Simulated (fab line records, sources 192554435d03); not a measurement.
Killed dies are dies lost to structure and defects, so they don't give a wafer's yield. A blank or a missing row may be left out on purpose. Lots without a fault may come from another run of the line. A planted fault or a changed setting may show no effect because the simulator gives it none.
Chamber matching | flow n5_finfet | N5_BEOL_M5_DESCUM_33 on rie_diel-02: 4 sister chambers
The step chemistry O2, time 7 s. 8 wafers are shown with their chamber, then 7 later ones without.

WAFERS WITH THEIR CHAMBER
wafer  | chamber | drypump_motor_current_A (A) | showerhead_plenum_p_Torr (Torr)
L077.5 | 3       | 5.9                         | 2.00
L079.5 | 2       | 6.0                         | 2.04
L079.6 | 1       | 5.6                         | 2.00
L085.2 | 0       | 4.8                         | 2.14
L085.3 | 3       | 5.9                         | 2.00
L085.6 | 0       | 4.8                         | 2.14
L088.2 | 1       | 5.6                         | 2.00
L088.4 | 2       | 6.1                         | 2.03

WAFERS WITHOUT THEIR CHAMBER
wafer  | drypump_motor_current_A (A) | showerhead_plenum_p_Torr (Torr)
L088.5 | 5.9                         | 1.99
L093.1 | 6.1                         | 2.03
L093.3 | 5.6                         | 1.99
L093.5 | 4.8                         | 2.14
L096.1 | 4.8                         | 2.13
L096.2 | 5.9                         | 1.99
L096.3 | 6.1                         | 2.02

WHICH CHAMBER EACH WENT THROUGH
wafer  | from the rows above | in truth
L088.5 | 3                   | 3
L093.1 | 2                   | 2
L093.3 | 1                   | 1
L093.5 | 0                   | 0
L096.1 | 0                   | 0
L096.2 | 3                   | 3
L096.3 | 2                   | 2
Placed correctly: 7 of 7. Can't be placed from these rows: 0. Placed wrongly: 0.
How it was worked out, from the rows above alone: a wafer's distance from a chamber is the root of the sum, over the readings, of the square of ((its reading less the chamber's mean) divided by the reading's scatter). The wafer belongs to the nearest chamber; if the next one is less than 2 further off, it can't be placed. A chamber's mean is the mean of its shown wafers. The scatter: the root of (the sum of the squares of (reading less its chamber's mean) over the shown wafers, divided by (wafers less chambers)).
